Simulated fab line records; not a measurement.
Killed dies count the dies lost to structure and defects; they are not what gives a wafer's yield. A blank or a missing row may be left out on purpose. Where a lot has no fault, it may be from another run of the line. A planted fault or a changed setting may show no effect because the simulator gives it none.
fab line records	flow nand-harc	part 1 of 2: steps 1 to 23 of 34
record: lots: 5	wafers: 15	last-day: 32
route steps=1302 shown A_SLIT@946 A_SIN_REMOVE@947 A_WL_FILL@952 A_CONTACT@983
lots that met no fault: taken from a fault-free run of the same line
start-h: start of the lot's first displayed wafer, in hours after the record's first day	wait-h: hours elapsed since this lot's preceding step	" repeats the value in the row above	L1.1+2: a row that stands for several wafers	- no value present, or no start provided	* or withheld: withheld	< > ~ a bound
route shown NAME@n: a module of which the file shows steps, and the number in the route of the first	usual: mean/standard deviation taken from wafers without a fault	same: alike in all rows	chamber/n: place in a boat	sites: each site's reading	_std_site: standard deviation of those values	_edge_site: the outer-site mean with the inner-site mean subtracted	radius-mm: for every site, how far away it sits from the centre of the wafer	mask NAME#n: copy n	behind: the tool/chamber that last shaped the wafer	hold: reason for holding the lot/hours on hold/outcome of the hold	device: whichever transistor did not switch (one of n, p or np)	end of line: the tests these same wafers got at the end of their route	a step given without rows: its recipe and nothing more	killed: dies lost to structure and defects at the first sort, not the wafer's yield	map: the dies of a wafer, with x for killed, . for not killed, _ for no die there
set.NAME: the setting the step ran with; set.NAME@STEP: the setting that earlier step ran with	model.NAME: the simulator's own value behind a step, which no gauge read
certain route steps with their lots: each step a table, each wafer a row
services: from which hour (start-h, from the record's first day; less than 0 if before it) a tool's chamber was out of use, for how many hours, and why
== steps ==
step: NHARC_A_SLIT_CD_MEAS_21
usual: cd-nm: 289.8/0.95
lot.wafer	tool	chamber	start-h	wait-h	cd-nm
L076.2	cd-sem-03	-	466.47	-	290.4
L076.3	"	-	"	"	290.5
L076.6	"	-	"	"	290.9
L075.2	cd-sem-02	-	468.14	-	287.6
L075.4	"	-	"	"	289.2
L075.6	"	-	"	"	287.6
L086.3	cd-sem-02	-	583.40	-	289.9
L086.4	"	-	"	"	290.7
L086.6	"	-	"	"	289.5
L090.4	cd-sem-03	-	625.15	-	290.0
L090.5	"	-	"	"	290.7
L090.6	"	-	"	"	290.6
L095.3	cd-sem-02	-	670.90	-	289.9
L095.4	"	-	"	"	290.6
L095.5	"	-	"	"	290.5
step: NHARC_A_SIN_REMOVE_WET_00
recipe: temp-c: 160	time-s: 15300	chemistry: H3PO4
lot.wafer	tool	chamber	start-h	wait-h
L076.2+3+6	wet-h3po4-02	0	468.14	1.7
L075.2+4+6	wet-h3po4-01	1	470.71	2.6
L086.3+4+6	wet-h3po4-02	1	584.85	1.5
L090.4+5+6	wet-h3po4-02	1	626.19	1.0
L095.3+4+5	wet-h3po4-01	0	672.79	1.9
step: NHARC_A_SIN_REMOVE_PRECLEAN_01
recipe: time-s: *	temp-c: 50	bath-age-min: 0	chemistry: SC1
lot.wafer	tool	chamber	start-h	wait-h
L076.6+2+3	wet-bench-02	2,3,6	472.92	0.0
L075.6+4+2	wet-bench-02	0,2,4	475.53	0.0
L086.6+4+3	wet-bench-02	6,1,3	589.66	0.0
L090.5+4+6	wet-bench-05	7,0,3	631.03	0.0
L095.4+5+3	wet-bench-06	7,2,4	677.63	0.0
step: NHARC_A_SIN_REMOVE_SRD_02
lot.wafer	tool	chamber	start-h	wait-h
L076.6+2+3	wet-bench-02	2,3,6	-	-
L075.6+4+2	wet-bench-02	0,2,4	-	-
L086.6+4+3	wet-bench-02	6,1,3	-	-
L090.5+4+6	wet-bench-05	7,0,3	-	-
L095.4+5+3	wet-bench-06	7,2,4	-	-
step: NHARC_A_SIN_REMOVE_INSPECT_04
usual: raw-defect-count: 364/70
lot.wafer	tool	chamber	start-h	wait-h	raw-defect-count
L076.2	defect-inspect-02	-	473.10	0.0	331
L076.3	"	-	"	"	349
L076.6	"	-	"	"	503
L075.2	defect-inspect-01	-	475.71	0.0	387
L075.4	"	-	"	"	324
L075.6	"	-	"	"	324
L086.3	defect-inspect-02	-	589.85	0.0	368
L086.4	"	-	"	"	405
L086.6	"	-	"	"	394
L090.4	defect-inspect-02	-	631.22	0.0	264
L090.5	"	-	"	"	273
L090.6	"	-	"	"	293
L095.3	defect-inspect-02	-	677.81	0.0	308
L095.4	"	-	"	"	330
L095.5	"	-	"	"	309
step: NHARC_A_WL_FILL_ALD_00
recipe: target-thk-a: 30	pulse-time-s: 3	ald-cycles: 30	temp-c: 300	material: Al2O3
usual: heater-power-w: 464/41	precursor-pulse-height-rel: 0.997/0.021
same: pulse-time-s: 3
lot.wafer	tool	chamber	start-h	wait-h	heater-power-w	precursor-pulse-height-rel
L076.3	ald-hk-02	2	473.19	0.1	452	0.986
L076.2	"	0	"	"	452	0.994
L076.6	"	1	"	"	443	0.998
L075.2	ald-hk-02	2	475.77	0.1	463	1.012
L075.4	"	1	"	"	454	1.005
L075.6	"	3	"	"	491	0.994
L086.3	ald-hk-02	0	589.91	0.1	453	0.999
L086.4	"	1	"	"	474	0.964
L086.6	"	0	"	"	454	0.999
L090.4	ald-hk-02	2	631.36	0.1	443	0.985
L090.6	"	3	"	"	500	0.987
L090.5	"	0	"	"	459	0.982
L095.3	ald-hk-02	2	677.87	0.1	445	1.016
L095.4	"	0	"	"	443	1.015
L095.5	"	2	"	"	449	1.002
step: NHARC_A_WL_FILL_RTA_01
recipe: temp-c: 1000	time-s: 5
usual: lamp-power-pct: 32.8/0.77	wafer_temp_C_max: 1007.2/1.5
lot.wafer	tool	chamber	start-h	wait-h	lamp-power-pct	wafer_temp_C_max
L076.2	rtp-anneal-02	0	473.45	-	33.5	1007.4
L076.3	"	0	"	"	33.6	1007.2
L076.6	"	0	"	"	33.6	1011.2
L075.2	rtp-anneal-02	0	476.06	-	33.6	1007.5
L075.4	"	0	"	"	33.5	1007.8
L075.6	"	0	"	"	33.6	1009.2
L086.3	rtp-anneal-01	0	590.22	-	32.0	1006.9
L086.4	"	0	"	"	32.0	1006.6
L086.6	"	0	"	"	32.0	1004.5
L090.4	rtp-anneal-02	0	631.63	-	33.5	1006.8
L090.5	"	0	"	"	33.5	1008.4
L090.6	"	0	"	"	33.5	1005.4
L095.3	rtp-anneal-02	0	678.19	-	33.5	1009.2
L095.4	"	0	"	"	33.6	1008.0
L095.5	"	0	"	"	33.5	1005.1
step: NHARC_A_WL_FILL_ALD_02
recipe: target-thk-a: 20	pulse-time-s: 3	ald-cycles: 100	temp-c: 450	material: TiN
usual: heater-power-w: 1085/90	precursor-pulse-height-rel: 0.999/0.019
same: pulse-time-s: 3
lot.wafer	tool	chamber	start-h	wait-h	heater-power-w	precursor-pulse-height-rel
L076.2	ald-metal-02	3	473.67	0.2	1051	0.971
L076.3	"	1	"	"	1214	1.010
L076.6	"	3	"	"	1018	0.977
L075.2	ald-metal-02	2	476.25	0.2	1098	0.992
L075.4	"	0	"	"	1092	1.032
L075.6	"	2	"	"	1122	0.981
L086.3	ald-metal-03	1	590.42	0.2	1188	1.007
L086.4	"	2	"	"	1232	0.980
L086.6	"	1	"	"	1181	0.980
L090.4	ald-metal-02	2	631.79	0.1	1152	1.005
L090.5	"	1	"	"	1205	1.032
L090.6	"	2	"	"	1128	1.038
L095.3	ald-metal-02	2	678.38	0.2	1133	1.028
L095.4	"	0	"	"	1082	0.996
L095.5	"	2	"	"	1143	1.003
step: NHARC_A_WL_FILL_CVD_03
recipe: target-thk-a: 400	temp-c: 300	pressure-torr: 40	wf6-flow-sccm: 40	h2-flow-sccm: 1600	ar-flow-sccm: 1560	time-s: 279	material: W
usual: heater-power-w: 449/37	mfc-ar-sccm: 1560/4.4	throttle-valve-pct: 7.99/0.25
lot.wafer	tool	chamber	start-h	wait-h	heater-power-w	mfc-ar-sccm	throttle-valve-pct
L076.2	cvd-w-01	1	474.16	0.1	513	1555	8.20
L076.3	"	0	"	"	409	1562	8.06
L076.6	"	1	"	"	522	1553	7.75
L075.2	cvd-w-01	1	476.74	0.1	520	1561	8.01
L075.4	"	1	"	"	511	1558	8.10
L075.6	"	1	"	"	519	1559	8.29
L086.4	cvd-w-01	0	590.92	0.2	401	1556	7.84
L086.3	"	1	"	"	491	1562	7.70
L086.6	"	1	"	"	478	1564	7.84
L090.4	cvd-w-01	0	632.29	0.2	391	1559	8.04
L090.6	"	0	"	"	395	1555	7.87
L090.5	"	1	"	"	475	1564	7.81
L095.4	cvd-w-01	0	678.88	0.2	399	1562	8.05
L095.3	"	1	"	"	481	1561	8.06
L095.5	"	0	"	"	402	1564	8.05
step: NHARC_A_WL_FILL_ETCHBACK_04
recipe: target-depth-a: 600	time-s: 120	chemistry: NF3
usual: chamber-pressure-mTorr: 300.0/0.34	drypump-motor-current-A: 5.67/0.3	oes-product-au: 1.001/0.009
lot.wafer	tool	chamber	start-h	wait-h	chamber-pressure-mTorr	drypump-motor-current-A	oes-product-au	rf-hours-counter-h
L076.2	rie-metal-03	1	474.54	0.3	299.9	5.81	0.985	1.4
L076.3	"	1	"	"	299.7	5.77	0.987	-
L076.6	"	0	"	"	300.0	5.64	0.993	-
L075.2	rie-metal-02	0	477.10	0.3	300.3	5.09	1.000	0.2
L075.4	"	0	"	"	300.3	5.12	0.996	-
L075.6	"	0	"	"	299.7	5.15	0.998	-
L086.3	rie-metal-01	1	591.25	0.2	299.9	5.76	1.002	-
L086.4	"	0	"	"	299.5	6.03	1.016	-
L086.6	"	1	"	"	299.9	5.77	1.018	-
L090.4	rie-metal-03	1	632.67	0.3	300.3	5.80	0.997	-
L090.6	"	0	"	"	300.0	5.63	1.008	-
L090.5	"	1	"	"	301.1	5.79	0.995	-
L095.4	rie-metal-03	0	679.22	0.3	300.2	5.67	1.006	-
L095.3	"	1	"	"	300.2	5.75	0.989	-
L095.5	"	1	"	"	300.2	5.76	0.987	-
step: NHARC_A_WL_FILL_ETCHBACK_05
recipe: target-depth-a: 220	time-s: 60	temp-c: 40	chemistry: Cl2/BCl3
usual: chamber-pressure-mTorr: 9.999/0.0093	drypump-motor-current-A: 5.67/0.3	oes-product-au: 1.001/0.0093
lot.wafer	tool	chamber	start-h	wait-h	chamber-pressure-mTorr	drypump-motor-current-A	oes-product-au	rf-hours-counter-h
L076.2	rie-metal-03	1	474.76	0.2	9.991	5.75	0.975	1.6
L076.3	"	0	"	"	9.996	5.65	0.992	-
L076.6	"	0	"	"	9.988	5.64	1.014	-
L075.2	rie-metal-02	1	477.30	0.2	10.013	5.78	0.998	0.4
L075.4	"	1	"	"	10.004	5.76	0.998	-
L075.6	"	1	"	"	10.000	5.75	1.001	-
L086.4	rie-metal-01	1	591.45	0.1	9.987	5.77	1.004	-
L086.3	"	0	"	"	10.018	6.05	1.013	-
L086.6	"	1	"	"	10.000	5.75	0.995	-
L090.4	rie-metal-03	1	632.83	0.1	10.009	5.77	1.004	-
L090.5	"	1	"	"	9.996	5.75	0.997	-
L090.6	"	0	"	"	9.997	5.68	1.014	-
L095.3	rie-metal-03	0	679.42	0.1	9.990	5.64	1.016	-
L095.4	"	1	"	"	9.979	5.79	0.996	-
L095.5	"	0	"	"	10.002	5.63	1.017	-
step: NHARC_A_WL_FILL_STRIP_27
recipe: power-w: 1500	temp-c: 250	time-s: 20	chemistry: N2/H2
usual: drypump-motor-current-A: 5.6/0.46	heater-power-w: 327/20
lot.wafer	tool	chamber	start-h	wait-h	drypump-motor-current-A	heater-power-w	rf-hours-counter-h
L076.2	plasma-asher-01	0	474.91	0.1	5.1	310	13
L076.3	"	0	"	"	5.1	304	-
L076.6	"	0	"	"	5.1	314	-
L075.2	plasma-asher-01	0	477.46	0.1	5.0	309	14
L075.4	"	0	"	"	5.1	313	-
L075.6	"	0	"	"	5.1	301	-
L086.3	plasma-asher-02	0	591.61	0.1	6.2	342	-
L086.4	"	1	"	"	6.0	299	-
L086.6	"	0	"	"	6.2	342	-
L090.4	plasma-asher-02	0	633.01	0.2	6.2	351	-
L090.6	"	1	"	"	6.0	305	-
L090.5	"	0	"	"	6.2	352	-
L095.4	plasma-asher-02	1	679.58	0.1	6.0	306	-
L095.3	"	0	"	"	6.2	355	-
L095.5	"	1	"	"	6.0	304	-
step: NHARC_A_WL_FILL_STRIP_28
recipe: time-s: 1200	temp-c: 72.5	chemistry: post-etch-residue-remover
lot.wafer	tool	chamber	start-h	wait-h
L076.6+3+2	wet-bench-07	5,7,2	475.06	0.0
L075.2+6+4	wet-bench-07	3,5,6	477.64	0.2
L086.3+6+4	wet-bench-07	4,5,7	591.75	0.1
L090.6+5+4	wet-bench-03	6,7,0	633.13	0.1
L095.5+3+4	wet-bench-09	0,1,4	679.73	0.1
step: NHARC_A_WL_FILL_PRECLEAN_06
recipe: time-s: 300	chemistry: DIW
lot.wafer	tool	chamber	start-h	wait-h
L076.6+3+2	wet-bench-07	5,7,2	-	-
L075.2+6+4	wet-bench-07	3,5,6	-	-
L086.3+6+4	wet-bench-07	4,5,7	-	-
L090.6+5+4	wet-bench-03	6,7,0	-	-
L095.5+3+4	wet-bench-09	0,1,4	-	-
step: NHARC_A_WL_FILL_SRD_07
lot.wafer	tool	chamber	start-h	wait-h
L076.6+3+2	wet-bench-07	5,7,2	-	-
L075.2+6+4	wet-bench-07	3,5,6	-	-
L086.3+6+4	wet-bench-07	4,5,7	-	-
L090.6+5+4	wet-bench-03	6,7,0	-	-
L095.5+3+4	wet-bench-09	0,1,4	-	-
step: NHARC_A_WL_FILL_ANNEAL_08
recipe: temp-c: 450	time-s: 1800
usual: tube_center_temp_C_max: 451.12/0.18	zone-power-bottom-pct: 8.2/0.33
lot.wafer	tool	chamber	start-h	wait-h	tube_center_temp_C_max	zone-power-bottom-pct
L076.2	furnace-06	0	476.43	-	451.34	7.8
L076.3	"	0	"	"	451.79	7.7
L076.6	"	0	"	"	451.16	7.5
L075.2	furnace-07	0	480.85	-	451.04	8.6
L075.4	"	0	"	"	451.18	8.5
L075.6	"	0	"	"	451.64	8.5
L086.3	furnace-07	0	598.83	-	451.32	8.4
L086.4	"	0	"	"	451.13	8.4
L086.6	"	0	"	"	451.58	8.4
L090.4	furnace-03	0	636.84	-	451.18	8.1
L090.5	"	0	"	"	451.01	8.2
L090.6	"	0	"	"	451.07	8.1
L095.3	furnace-07	0	680.54	-	450.96	8.4
L095.4	"	0	"	"	451.12	8.4
L095.5	"	0	"	"	451.65	8.4
step: NHARC_A_WL_FILL_ALD_10
recipe: target-thk-a: 500	pulse-time-s: 10	ald-cycles: 500	temp-c: 300	material: SiO2
usual: heater-power-w: 468/49	precursor-pulse-height-rel: 1.000/0.02
same: pulse-time-s: 10
lot.wafer	tool	chamber	start-h	wait-h	heater-power-w	precursor-pulse-height-rel
L076.3	ald-hk-02	1	477.93	0.0	451	0.992
L076.2	"	0	479.45	1.6	439	1.005
L076.6	"	1	"	"	459	1.023
L075.4	ald-hk-03	0	482.34	0.0	547	1.002
L075.2	"	1	"	"	425	0.995
L075.6	"	0	484.44	2.1	543	0.978
L086.4	ald-hk-03	2	600.82	0.6	390	0.970
L086.3	"	0	601.85	1.6	530	1.002
L086.6	"	1	"	"	443	1.002
L090.4	ald-hk-04	1	639.84	1.6	481	0.983
L090.6	"	2	"	"	489	1.008
L090.5	"	3	"	"	535	0.989
L095.3	ald-hk-04	2	682.57	0.6	496	1.032
L095.4	"	3	"	"	540	0.975
L095.5	"	2	684.65	2.7	506	1.006
step: NHARC_A_WL_FILL_ETCHBACK_16
recipe: target-depth-a: 1200	time-s: 24	c4f8-flow-sccm: withheld	o2-flow-sccm: 8	ar-flow-sccm: withheld	rf-w: 600	bias-w: 800	chemistry: C4F8/O2/Ar
usual: chamber-pressure-mTorr: 24.999/0.024	oes-product-au: 0.98/0.031	rf-vpp-V: 721/3.6
lot.wafer	tool	chamber	start-h	wait-h	chamber-pressure-mTorr	oes-product-au	rf-hours-counter-h	rf-vpp-V
L076.3	rie-diel-04	3	-	-	25.038	0.99	3.7	730
L076.2	"	2	"	"	25.012	1.01	2.8	721
L076.6	"	0	"	"	25.018	1.00	-	718
L075.2	rie-diel-02	1	-	-	24.998	0.99	4.2	720
L075.4	"	2	"	"	24.960	1.01	4.9	719
L075.6	"	0	"	"	25.004	1.00	-	721
L086.4	rie-diel-04	1	-	-	25.025	1.00	0.8	721
L086.3	"	3	"	"	25.004	1.03	2.3	731
L086.6	"	0	"	"	25.018	1.01	-	719
L090.4	rie-diel-02	0	-	-	24.983	1.00	2.3	721
L090.5	"	2	"	"	24.994	1.00	-	717
L090.6	"	3	"	"	25.055	1.00	-	720
L095.4	rie-diel-02	1	-	-	25.027	0.98	5.3	721
L095.3	"	3	"	"	24.998	0.98	5.7	718
L095.5	"	1	"	"	24.958	0.97	-	720
step: NHARC_A_WL_FILL_STRIP_29
recipe: time-s: 20	o2-flow-sccm: 500	ar-flow-sccm: 0	bias-w: 0	chemistry: O2
usual: chamber-pressure-mTorr: 59.99/0.06	drypump-motor-current-A: 5.8/0.34	mfc-ar-sccm: 0.007/0.01	o2-flow-sccm: 499.8/1.5	oes-product-au: 1.000/0.0096	rf-vpp-V: 57.7/0.95	showerhead-plenum-p-Torr: 3.45/0.12	throttle-valve-pct: 17.036/0.0087
lot.wafer	tool	chamber	start-h	wait-h	chamber-pressure-mTorr	drypump-motor-current-A	mfc-ar-sccm	o2-flow-sccm	oes-product-au	rf-hours-counter-h	rf-vpp-V	showerhead-plenum-p-Torr	throttle-valve-pct
L076.3	rie-diel-04	1	482.60	0.1	60.08	5.6	0	499.9	1.004	3.5	56.9	3.48	17.048
L076.2	"	0	"	"	60.06	5.7	0.026	497.7	0.995	3.6	57.3	3.33	17.038
L076.6	"	1	"	"	60.00	5.5	0	499.3	1.008	-	58.6	3.48	17.037
L075.4	rie-diel-02	3	487.14	0.1	59.91	5.6	0.025	501.1	0.994	5.3	57.3	3.38	17.037
L075.2	"	0	"	"	59.97	5.8	0	497.4	1.001	4.9	58.1	3.47	17.030
L075.6	"	1	"	"	59.84	5.6	0	498.3	0.994	-	56.1	3.44	17.048
L086.3	rie-diel-04	1	605.04	0.1	59.98	5.6	0	499.1	0.994	0.9	58.9	3.48	17.026
L086.4	"	2	"	"	60.06	5.2	0	497.5	0.993	2.3	57.9	3.48	17.041
L086.6	"	1	"	"	60.09	5.6	0	500.4	1.001	-	56.4	3.48	17.032
L090.4	rie-diel-02	1	643.01	0.1	60.08	5.6	0	502.5	1.006	2.1	58.7	3.43	17.046
L090.5	"	0	"	"	59.99	5.8	0	498.8	1.004	-	57.2	3.46	17.025
L090.6	"	1	"	"	59.97	5.6	0	503.7	0.995	-	55.9	3.43	17.041
L095.3	rie-diel-02	1	686.83	0.1	60.00	5.6	0	498.6	0.990	5.4	57.1	3.43	17.044
L095.4	"	3	"	"	60.00	5.6	0.025	501.0	0.994	5.7	59.7	3.37	17.033
L095.5	"	2	"	"	59.91	6.3	0.006	498.1	1.010	-	57.6	3.36	17.044
step: NHARC_A_WL_FILL_ETCHBACK_17
recipe: target-depth-a: 40	time-s: 26.7	chemistry: Cl2/BCl3
usual: chamber-pressure-mTorr: 10.000/0.0093	drypump-motor-current-A: 5.6/0.31	oes-product-au: 1.001/0.011
lot.wafer	tool	chamber	start-h	wait-h	chamber-pressure-mTorr	drypump-motor-current-A	oes-product-au	rf-hours-counter-h
L076.2	rie-metal-03	1	482.69	-	10.006	5.8	0.993	1.6
L076.3	"	1	"	"	10.018	5.8	0.977	-
L076.6	"	0	"	"	10.003	5.7	1.012	-
L075.2	rie-metal-01	0	487.27	-	9.997	6.0	1.011	-
L075.4	"	0	"	"	10.005	6.0	1.008	-
L075.6	"	0	"	"	9.977	6.0	1.017	-
L086.3	rie-metal-03	1	605.17	-	10.015	5.8	0.975	-
L086.4	"	0	"	"	10.011	5.6	1.008	-
L086.6	"	1	"	"	9.996	5.8	0.972	-
L090.4	rie-metal-02	1	643.13	-	10.008	5.8	1.001	-
L090.5	"	1	"	"	9.999	5.7	1.003	-
L090.6	"	0	"	"	9.990	5.1	0.993	-
L095.4	rie-metal-02	1	686.95	-	9.996	5.8	1.001	-
L095.3	"	0	"	"	10.014	5.1	0.985	-
L095.5	"	1	"	"	9.994	5.8	0.998	-
step: NHARC_A_WL_FILL_PRECLEAN_18
recipe: time-s: 30	chemistry: dHF
lot.wafer	tool	chamber	start-h	wait-h
L076.2+3+6	wet-bench-09	1,3,4	482.88	0.2
L075.4+2+6	wet-bench-07	1,2,4	487.61	0.2
L086.4+3+6	wet-bench-03	1,2,3	605.32	0.1
L090.4+5+6	wet-bench-09	2,3,5	643.29	0.1
L095.5+3+4	wet-bench-07	0,3,4	687.10	0.1
step: NHARC_A_WL_FILL_SRD_21
lot.wafer	tool	chamber	start-h	wait-h
L076.2+3+6	wet-bench-09	1,3,4	482.90	0.0
L075.4+2+6	wet-bench-07	1,2,4	487.63	0.0
L086.4+3+6	wet-bench-03	1,2,3	605.34	0.0
L090.4+5+6	wet-bench-09	2,3,5	643.31	0.0
L095.5+3+4	wet-bench-07	0,3,4	687.13	0.0
step: NHARC_A_WL_FILL_CVD_23
recipe: target-thk-a: 400	temp-c: 620	pressure-mtorr: 200	time-s: 800	material: poly-Si
usual: pressure-mtorr: 199.9/0.37	zone-power-bottom-pct: 13.5/0.92
lot.wafer	tool	chamber	start-h	wait-h	pressure-mtorr	zone-power-bottom-pct
L076.2	lpcvd-poly-03	0	487.16	4.3	199.7	14.7
L076.3	"	0	"	"	200.3	14.6
L076.6	"	0	"	"	199.9	14.3
L075.2	lpcvd-poly-01	0	489.98	2.3	199.5	14.1
L075.4	"	0	"	"	199.5	14.2
L075.6	"	0	"	"	200.2	14.3
L086.3	lpcvd-poly-01	0	607.72	2.4	200.3	13.6
L086.4	"	0	"	"	200.6	14.1
L086.6	"	0	"	"	200.4	14.2
L090.4	lpcvd-poly-03	0	645.74	2.4	199.6	14.7
L090.5	"	0	"	"	199.9	14.7
L090.6	"	0	"	"	199.7	14.7
L095.3	lpcvd-poly-02	0	690.49	3.4	200.4	12.6
L095.4	"	0	"	"	200.8	12.6
L095.5	"	0	"	"	199.5	12.7
